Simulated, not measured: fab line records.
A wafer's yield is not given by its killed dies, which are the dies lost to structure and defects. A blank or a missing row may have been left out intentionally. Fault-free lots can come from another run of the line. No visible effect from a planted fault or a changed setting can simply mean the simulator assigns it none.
fab line records | flow nandHarc | part 2 of 2: steps 15 to 20 of 20
record lots=5 | wafers=15 | lastDay=33
route steps=1302 shown A_STAIRCASE@662
lots with no fault: from the same line, run without faults
startH: the number of hours between the record's first day and the start of the first shown wafer of the lot | waitH: time in hours since the lot's previous step | " identical to the entry in the row above | L1.1+2: a single row standing in for several wafers | - no value, or no start given | * or withheld: withheld | < > ~ a bound
route shown NAME@n: NAME is a module with steps in the file, n the number in the route of the first one | usual: mean/standard deviation of fault-free wafers | same: alike in all rows | chamber/n: place in a boat | sites: per-site readings | _std_site: the standard deviation of these | _edge_site: inner sites' mean taken away from outer sites' mean | radiusMm: for every site, how far away it sits from the centre of the wafer | mask NAME#n: copy n | behind: the tool/chamber that last shaped the wafer | hold: why the lot was held/for how many hours/how that ended | device: which transistor (n, p or np) failed to switch | end of line: the same wafers' tests at the end of the route | for a step that has no rows: nothing shown but its recipe | killed: the dies lost at the first sort to structure and to defects; this is not the yield of the wafer | map: dies across one wafer; x = killed, . = not, _ = none there
set.NAME: the setting that was run; set.NAME@STEP: the one run at that earlier step | model.NAME: the simulator's own value behind a step, which no gauge read
a table for each step, a row for each wafer; lots at some steps of the route
services: from which hour (startH, from the record's first day; less than 0 if before it) a tool's chamber was out of use, for how many hours, and why
## steps
# step NHARC_A_STAIRCASE_ETCH_21
# recipe targetDepthA=1000 | timeS=40.5 | ionEnergyEv=400 | c4f8FlowSccm=20 | o2FlowSccm=10 | arFlowSccm=withheld | rfW=600 | biasW=1000 | chemistry=C4F8/O2
# usual biasW=999.9/2.7 | chamberPressureMTorr=25.001/0.025 | oesProductAu=0.949/0.016 | rfVppV=896/5.9
lot.wafer | tool       | chamber | startH | waitH | biasW  | chamberPressureMTorr | oesProductAu | rfHoursCounterH | rfVppV
L078.1    | rieDiel-13 | 2       | -      | -     | 998.1  | 25.014               | 0.978        | 13              | 906
L078.3    | "          | 0       | "      | "     | 1003.3 | 25.005               | 0.969        | 13              | 895
L078.6    | "          | 2       | "      | "     | 1000.1 | 25.009               | 0.980        | -               | 903
L081.2    | rieDiel-11 | 0       | -      | -     | 1000.5 | 24.979               | 0.958        | 0               | 888
L081.5    | "          | 3       | "      | "     | 1000.7 | 25.012               | 0.975        | -               | 899
L081.6    | "          | 0       | "      | "     | 993.4  | 24.967               | 0.963        | -               | 889
L095.2    | rieDiel-13 | 1       | -      | -     | 998.6  | 25.028               | 0.953        | 8               | 888
L095.6    | "          | 1       | "      | "     | 998.1  | 24.995               | 0.948        | -               | 890
L095.5    | "          | 2       | "      | "     | 998.3  | 24.977               | 0.941        | -               | 904
L094.2    | rieDiel-11 | 3       | -      | -     | 998.7  | 25.042               | 0.924        | 35              | 897
L094.6    | "          | 3       | "      | "     | 998.0  | 24.986               | 0.931        | -               | 896
L094.5    | "          | 0       | "      | "     | 1001.3 | 24.994               | 0.934        | -               | 887
L096.2    | rieDiel-08 | 2       | -      | -     | 997.7  | 25.020               | 0.957        | 5               | 897
L096.3    | "          | 3       | "      | "     | 1003.2 | 25.019               | 0.943        | 5               | 903
L096.5    | "          | 3       | "      | "     | 999.0  | 24.970               | 0.943        | -               | 902
# step NHARC_A_STAIRCASE_TRIM_22
# recipe timeS=211.2 | o2FlowSccm=500 | arFlowSccm=0 | biasW=0 | chemistry=O2
# usual chamberPressureMTorr=59.99/0.054 | drypumpMotorCurrentA=6.0/0.54 | oesProductAu=1.000/0.0088 | rfVppV=57.9/0.9 | showerheadPlenumPTorr=3.53/0.16 | throttleValvePct=17.037/0.0087
# same biasW=0
lot.wafer | tool       | chamber | startH | waitH | chamberPressureMTorr | drypumpMotorCurrentA | oesProductAu | rfHoursCounterH | rfVppV | showerheadPlenumPTorr | throttleValvePct
L078.3    | rieDiel-13 | 3       | -      | -     | 60.00                | 5.8                  | 1.007        | 13              | 59.3   | 3.57                  | 17.037
L078.1    | "          | 0       | "      | "     | 59.96                | 5.1                  | 0.990        | 13              | 58.0   | 3.51                  | 17.041
L078.6    | "          | 1       | "      | "     | 60.03                | 6.6                  | 0.996        | -               | 57.5   | 3.33                  | 17.031
L081.2    | rieDiel-11 | 2       | -      | -     | 60.03                | 6.6                  | 0.995        | 0               | 58.1   | 3.47                  | 17.030
L081.6    | "          | 2       | "      | "     | 59.93                | 6.6                  | 0.999        | -               | 56.4   | 3.47                  | 17.042
L081.5    | "          | 3       | "      | "     | 60.02                | 6.1                  | 0.998        | -               | 57.5   | 3.57                  | 17.047
L095.2    | rieDiel-13 | 0       | -      | -     | 60.07                | 5.1                  | 0.998        | 9               | 57.2   | 3.48                  | 17.030
L095.6    | "          | 3       | "      | "     | 59.98                | 5.8                  | 0.990        | -               | 56.8   | 3.55                  | 17.036
L095.5    | "          | 0       | "      | "     | 59.93                | 5.1                  | 0.994        | -               | 58.4   | 3.48                  | 17.021
L094.2    | rieDiel-11 | 1       | -      | -     | 60.03                | 6.2                  | 1.002        | 36              | 59.2   | 3.42                  | 17.034
L094.5    | "          | 2       | "      | "     | 60.02                | 6.6                  | 0.986        | -               | 56.8   | 3.45                  | 17.049
L094.6    | "          | 3       | "      | "     | 59.99                | 6.1                  | 0.998        | -               | 58.5   | 3.55                  | 17.045
L096.2    | rieDiel-08 | 0       | -      | -     | 59.97                | 4.8                  | 0.998        | 5               | 59.3   | 3.77                  | 17.026
L096.3    | "          | 3       | "      | "     | 60.04                | 6.3                  | 0.990        | 5               | 58.3   | 3.73                  | 17.033
L096.5    | "          | 1       | "      | "     | 60.00                | 6.5                  | 1.006        | -               | 57.1   | 3.42                  | 17.026
# step NHARC_A_STAIRCASE_ETCH_23
# recipe targetDepthA=1000 | timeS=40.5 | ionEnergyEv=400 | c4f8FlowSccm=20 | o2FlowSccm=10 | arFlowSccm=withheld | rfW=600 | biasW=1000 | chemistry=C4F8/O2
# usual biasW=999.8/2.9 | chamberPressureMTorr=25.002/0.021 | oesProductAu=0.943/0.011 | rfVppV=896/6
lot.wafer | tool       | chamber | startH | waitH | biasW  | chamberPressureMTorr | oesProductAu | rfHoursCounterH | rfVppV
L078.1    | rieDiel-13 | 2       | -      | -     | 998.7  | 24.977               | 0.955        | 13              | 906
L078.3    | "          | 3       | "      | "     | 1005.7 | 24.995               | 0.969        | 13              | 899
L078.6    | "          | 0       | "      | "     | 996.2  | 25.038               | 0.941        | -               | 894
L081.2    | rieDiel-11 | 1       | -      | -     | 1000.6 | 25.022               | 0.953        | 0               | 892
L081.5    | "          | 2       | "      | "     | 1001.1 | 24.966               | 0.942        | -               | 893
L081.6    | "          | 3       | "      | "     | 1000.2 | 25.009               | 0.950        | -               | 897
L095.2    | rieDiel-13 | 3       | -      | -     | 1001.3 | 24.991               | 0.923        | 7               | 897
L095.5    | "          | 2       | "      | "     | 995.6  | 24.957               | 0.949        | -               | 905
L095.6    | "          | 3       | "      | "     | 1001.9 | 24.961               | 0.932        | -               | 896
L094.2    | rieDiel-11 | 0       | -      | -     | 996.9  | 25.046               | 0.955        | 33              | 888
L094.5    | "          | 3       | "      | "     | 1003.7 | 24.991               | 0.944        | -               | 897
L094.6    | "          | 0       | "      | "     | 996.2  | 25.019               | 0.952        | -               | 887
L096.3    | rieDiel-08 | 3       | -      | -     | 995.3  | 24.994               | 0.931        | 5               | 903
L096.2    | "          | 0       | "      | "     | 1002.7 | 25.035               | 0.936        | 5               | 906
L096.5    | "          | 0       | "      | "     | 997.9  | 24.988               | 0.935        | -               | 906
# step NHARC_A_STAIRCASE_TRIM_24
# recipe timeS=211.2 | o2FlowSccm=500 | arFlowSccm=0 | biasW=0 | chemistry=O2
# usual chamberPressureMTorr=60.00/0.055 | drypumpMotorCurrentA=6.0/0.54 | oesProductAu=0.999/0.0085 | rfVppV=57.7/0.83 | showerheadPlenumPTorr=3.53/0.16 | throttleValvePct=17.036/0.0099
# same biasW=0
lot.wafer | tool       | chamber | startH | waitH | chamberPressureMTorr | drypumpMotorCurrentA | oesProductAu | rfHoursCounterH | rfVppV | showerheadPlenumPTorr | throttleValvePct
L078.3    | rieDiel-13 | 2       | -      | -     | 59.96                | 6.0                  | 1.000        | 13              | 57.8   | 3.80                  | 17.036
L078.1    | "          | 3       | "      | "     | 60.04                | 5.8                  | 0.996        | 13              | 57.3   | 3.57                  | 17.050
L078.6    | "          | 2       | "      | "     | 60.03                | 6.0                  | 0.999        | -               | 58.0   | 3.80                  | 17.034
L081.2    | rieDiel-11 | 0       | -      | -     | 59.91                | 6.3                  | 1.015        | 0               | 57.1   | 3.31                  | 17.036
L081.5    | "          | 2       | "      | "     | 59.91                | 6.6                  | 0.986        | -               | 59.1   | 3.47                  | 17.035
L081.6    | "          | 3       | "      | "     | 60.02                | 6.1                  | 0.994        | -               | 56.8   | 3.57                  | 17.036
L095.2    | rieDiel-13 | 2       | -      | -     | 59.99                | 6.0                  | 1.008        | 6               | 57.4   | 3.77                  | 17.048
L095.6    | "          | 2       | "      | "     | 60.05                | 6.0                  | 1.009        | -               | 58.1   | 3.77                  | 17.031
L095.5    | "          | 3       | "      | "     | 60.03                | 5.9                  | 0.986        | -               | 57.7   | 3.55                  | 17.055
L094.2    | rieDiel-11 | 0       | -      | -     | 59.97                | 6.2                  | 0.994        | 33              | 59.0   | 3.29                  | 17.049
L094.6    | "          | 3       | "      | "     | 60.00                | 6.1                  | 1.002        | -               | 58.6   | 3.55                  | 17.031
L094.5    | "          | 0       | "      | "     | 60.06                | 6.2                  | 0.990        | -               | 56.9   | 3.29                  | 17.022
L096.3    | rieDiel-08 | 2       | -      | -     | 60.02                | 5.5                  | 1.012        | 5               | 59.3   | 3.53                  | 17.041
L096.2    | "          | 1       | "      | "     | 59.96                | 6.5                  | 1.007        | 2               | 57.1   | 3.42                  | 17.053
L096.5    | "          | 2       | "      | "     | 60.00                | 5.5                  | 1.014        | -               | 57.9   | 3.53                  | 17.037
# step NHARC_A_STAIRCASE_ETCH_25
# recipe targetDepthA=1000 | timeS=40.5 | ionEnergyEv=400 | c4f8FlowSccm=20 | o2FlowSccm=10 | arFlowSccm=withheld | rfW=600 | biasW=1000 | chemistry=C4F8/O2
# usual biasW=999.8/3 | chamberPressureMTorr=25.002/0.022 | oesProductAu=0.943/0.01 | rfVppV=896/5.7
lot.wafer | tool       | chamber | startH | waitH | biasW  | chamberPressureMTorr | oesProductAu | rfHoursCounterH | rfVppV
L078.1    | rieDiel-13 | 0       | -      | -     | 999.4  | 25.040               | 0.955        | 13              | 897
L078.3    | "          | 1       | "      | "     | 1000.6 | 24.989               | 0.946        | 13              | 887
L078.6    | "          | 2       | "      | "     | 1001.4 | 25.029               | 0.951        | -               | 905
L081.2    | rieDiel-11 | 2       | -      | -     | 997.9  | 24.982               | 0.933        | 0               | 894
L081.5    | "          | 1       | "      | "     | 997.0  | 24.978               | 0.945        | -               | 892
L081.6    | "          | 2       | "      | "     | 993.2  | 25.026               | 0.939        | -               | 894
L095.2    | rieDiel-13 | 2       | -      | -     | 994.7  | 24.942               | 0.938        | 6               | 906
L095.5    | "          | 2       | "      | "     | 997.3  | 25.006               | 0.956        | -               | 905
L095.6    | "          | 3       | "      | "     | 1004.2 | 25.007               | 0.921        | -               | 898
L094.2    | rieDiel-11 | 2       | -      | -     | 1001.8 | 25.017               | 0.952        | 38              | 895
L094.6    | "          | 3       | "      | "     | 997.2  | 25.009               | 0.947        | -               | 895
L094.5    | "          | 0       | "      | "     | 1002.7 | 25.003               | 0.950        | -               | 888
L096.2    | rieDiel-08 | 1       | -      | -     | 999.9  | 24.998               | 0.954        | 2               | 893
L096.3    | "          | 0       | "      | "     | 1004.0 | 25.014               | 0.942        | 5               | 904
L096.5    | "          | 1       | "      | "     | 1002.6 | 25.028               | 0.957        | -               | 892
# step NHARC_A_STAIRCASE_TRIM_26
# recipe timeS=211.2 | o2FlowSccm=500 | arFlowSccm=0 | biasW=0 | chemistry=O2
# usual chamberPressureMTorr=60.00/0.053 | drypumpMotorCurrentA=6.0/0.55 | oesProductAu=1.000/0.0087 | rfVppV=57.7/0.96 | showerheadPlenumPTorr=3.53/0.16 | throttleValvePct=17.036/0.0091
# same biasW=0
lot.wafer | tool       | chamber | startH | waitH | chamberPressureMTorr | drypumpMotorCurrentA | oesProductAu | rfHoursCounterH | rfVppV | showerheadPlenumPTorr | throttleValvePct
L078.3    | rieDiel-13 | 0       | -      | -     | 60.02                | 5.1                  | 0.997        | 13              | 56.7   | 3.51                  | 17.044
L078.1    | "          | 2       | "      | "     | 59.94                | 6.0                  | 0.996        | 13              | 58.2   | 3.80                  | 17.046
L078.6    | "          | 0       | "      | "     | 59.95                | 5.1                  | 0.994        | -               | 58.3   | 3.51                  | 17.035
L081.2    | rieDiel-11 | 1       | -      | -     | 59.94                | 6.2                  | 0.990        | 0               | 57.4   | 3.44                  | 17.052
L081.5    | "          | 1       | "      | "     | 60.04                | 6.2                  | 0.996        | -               | 57.1   | 3.44                  | 17.020
L081.6    | "          | 2       | "      | "     | 60.11                | 6.6                  | 0.987        | -               | 58.0   | 3.47                  | 17.046
L095.2    | rieDiel-13 | 0       | -      | -     | 60.00                | 5.1                  | 0.992        | 9               | 57.1   | 3.48                  | 17.037
L095.6    | "          | 3       | "      | "     | 60.00                | 5.8                  | 1.001        | -               | 56.6   | 3.55                  | 17.024
L095.5    | "          | 0       | "      | "     | 60.03                | 5.1                  | 0.988        | -               | 56.6   | 3.48                  | 17.030
L094.2    | rieDiel-11 | 3       | -      | -     | 60.03                | 6.1                  | 0.997        | 35              | 58.6   | 3.55                  | 17.038
L094.5    | "          | 0       | "      | "     | 59.97                | 6.2                  | 1.006        | -               | 57.4   | 3.29                  | 17.036
L094.6    | "          | 1       | "      | "     | 59.94                | 6.2                  | 0.990        | -               | 59.1   | 3.42                  | 17.032
L096.3    | rieDiel-08 | 0       | -      | -     | 59.98                | 4.9                  | 0.996        | 5               | 58.9   | 3.77                  | 17.039
L096.2    | "          | 2       | "      | "     | 60.05                | 5.6                  | 1.014        | 5               | 56.9   | 3.53                  | 17.049
L096.5    | "          | 1       | "      | "     | 60.02                | 6.5                  | 1.002        | -               | 58.3   | 3.42                  | 17.038
## services
tool          | chamber | startH | hours | kind
rieDiel-11    | 2       | 379.91 | 2.2   | repair
rieDiel-08    | 1       | 385.33 | 6.2   | repair
krfScanner-04 | -       | 394.35 | 0.4   | repair
krfScanner-03 | -       | 396.00 | 4.0   | pm
krfScanner-02 | -       | 402.49 | 0.8   | repair
krfScanner-04 | -       | 405.53 | 0.7   | repair
krfScanner-04 | -       | 407.08 | 1.4   | repair
lithoTrack-07 | -       | 426.00 | 7.0   | pm
rieDiel-11    | 0       | 435.20 | 3.0   | repair
rieDiel-11    | -       | 435.99 | 9.0   | pm
krfScanner-02 | -       | 438.00 | 4.0   | pm
lithoTrack-03 | -       | 450.00 | 7.0   | pm
rieDiel-08    | 0       | 462.37 | 9.5   | repair
rieDiel-13    | 0       | 471.12 | 7.6   | repair
lithoTrack-05 | -       | 474.01 | 7.0   | pm
rieDiel-11    | 0       | 485.74 | 1.2   | repair
krfScanner-02 | -       | 485.99 | 0.1   | repair
krfScanner-03 | -       | 492.81 | 5.8   | repair
rieDiel-13    | -       | 519.35 | 9.0   | pm
krfScanner-03 | -       | 522.60 | 1.0   | repair
krfScanner-04 | -       | 526.00 | 4.0   | pm
rieDiel-08    | -       | 544.93 | 9.0   | pm
krfScanner-03 | -       | 568.00 | 4.0   | pm
rieDiel-13    | 3       | 570.33 | 8.1   | repair
